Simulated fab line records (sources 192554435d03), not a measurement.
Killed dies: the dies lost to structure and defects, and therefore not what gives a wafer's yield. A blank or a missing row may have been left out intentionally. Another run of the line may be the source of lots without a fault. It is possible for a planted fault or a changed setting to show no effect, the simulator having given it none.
A struck lot beside a sound one -- flow n5Finfet -- 16 out of 1938 route steps
Sound: the wafers L201.3, L201.5, L201.6. Wafers struck: L205.3, L205.6. At the end, the cause is stated.
For every step that has rows: the tool of each side, followed by ch and its chambers, followed by its first start. Under that, the readings that differ: sound wafers -- struck wafers -- difference of the means -- sigmas: that difference in standard deviations of wafers without a fault.
alike: readings whose means differ by less than 2 such deviations, and words and numbers that are the same on both sides. not compared: withheld readings, readings that some wafer has no value for, bounds like >300 that may hide the same value, and numbers for which the record gives no deviation and whose values overlap.
A row with sigmas, a row that says differs or no value, or rows on one side alone: a step with any of these is where the two part. Numbers that have no deviation but don't overlap get no sigmas and don't part them. A reading missing from all wafers of one side parts the sides only when that side holds two or more wafers.

first, 6 steps without rows for these wafers: N5_BEOL_M4_COAT_22 (resist thk 30 nm); N5_BEOL_M4_EBR_24; N5_BEOL_M4_SOFTBAKE_23 (time 60 s); N5_BEOL_M4_EXPOSE_25 (exposes mask V3, defocus 5 nm); N5_BEOL_M4_PEB_26 (peb time 60 s); N5_BEOL_M4_DEVELOP_27 (develop time 30 s).
N5_BEOL_M4_CD_MEAS_28: target cd 26.2 nm, target cd y 24.1 nm.
  sound on cdSem-02 ch 0, day 10 11:23; struck on cdSem-03 ch 0, day 11 14:41
  alike: cdNm
N5_BEOL_M4_OVL_MEAS_29:
  sound on overlay-02 ch 0, day 10 11:26; struck on overlay-02 ch 0, day 11 14:43
  alike: V3_OVL
N5_BEOL_M4_INSPECT_30: inspects for defects (brightfield).
  struck on defectInspect-01, day 11 14:46; sound on defectInspect-02, day 10 11:29
  alike: rawDefectCount
N5_BEOL_M4_DESCUM_33: chemistry O2, time 7 s.
  sound on rieDiel-02 ch 0,1,2, day 10 11:32; struck on rieDiel-02 ch 0,2, day 11 14:48
  alike: drypumpMotorCurrentA, oesProductAu, rfVppV, showerheadPlenumPTorr, throttleValvePct
  not compared: rfHoursCounterH
N5_BEOL_M4_ETCH_77: etches underlayer in N2/H2, target depth 6.5 nm, time 5.2 s.
  sound on rieDiel-02 ch 0,1,2, day 10 11:34; struck on rieDiel-02 ch 0,2, day 11 14:50
  alike: drypumpMotorCurrentA, etchRfOnTimeS, oesProductAu, rfVppV, showerheadPlenumPTorr, throttleValvePct
  not compared: rfHoursCounterH
N5_BEOL_M4_ETCH_69: etches SiARC in CF4, target depth 15.6 nm, time 26 s.
  sound on rieDiel-02 ch 0,1,2, day 10 11:35; struck on rieDiel-02 ch 0,2, day 11 14:51
  alike: drypumpMotorCurrentA, etchRfOnTimeS, oesProductAu, rfVppV, showerheadPlenumPTorr, throttleValvePct
  not compared: rfHoursCounterH
N5_BEOL_M4_ALD_98: deposits SiO2, target thk 2.5 nm, pulse time 1 s, co reactant pulse time 1 s.
  sound on aldSin-04 ch 0,1,2, day 10 11:40; struck on aldSin-02 ch 1, day 11 15:23
reading,sound,struck,difference,sigmas
aldCycles,17 17 17,13 13,-4,
model.SiO2_of_BEOL_M4_ALD_98.thkNm (nm),2.6 2.6 2.6,2 2,-1,
  alike: chamberPressureTorr, heaterPowerW, precursorPulseHeightRel
N5_BEOL_M4_ETCHBACK_99: etches SiO2 in CHF3, target depth 5 nm, time 10.4 s.
  sound on rieDiel-03 ch 1,2,3, day 10 15:50; struck on rieDiel-04 ch 1,2, day 11 17:17
  alike: CHF3_flow_sccm, drypumpMotorCurrentA, oes_f_703_au, oesProductAu, rfVppV, showerheadPlenumPTorr, throttleValvePct
  not compared: rfHoursCounterH
N5_BEOL_M4_RC_MEAS_101:
  sound on prober-01 ch 0, day 10 21:04; struck on prober-01 ch 0, day 12 00:01
reading,sound,struck,difference,sigmas
IOFF_P (nA/um),0.19 0.18 0.22,0.28 0.27,+0.08,+3
ION_N (uA/um),674 676 681,706 694,+23,+2
ION_P (uA/um),462 461 470,489 476,+18,+2
  alike: DIBL_N, DIBL_P, IOFF_N, SS_N, SS_P, VT_N, VT_P
then, 1 step without rows for these wafers: N5_PASSIVATION_PROBE_49.

## WHERE THEY PART
At N5_BEOL_M4_RC_MEAS_101 and nowhere else, as far as this record goes.

WHY: what had been put in by the simulator
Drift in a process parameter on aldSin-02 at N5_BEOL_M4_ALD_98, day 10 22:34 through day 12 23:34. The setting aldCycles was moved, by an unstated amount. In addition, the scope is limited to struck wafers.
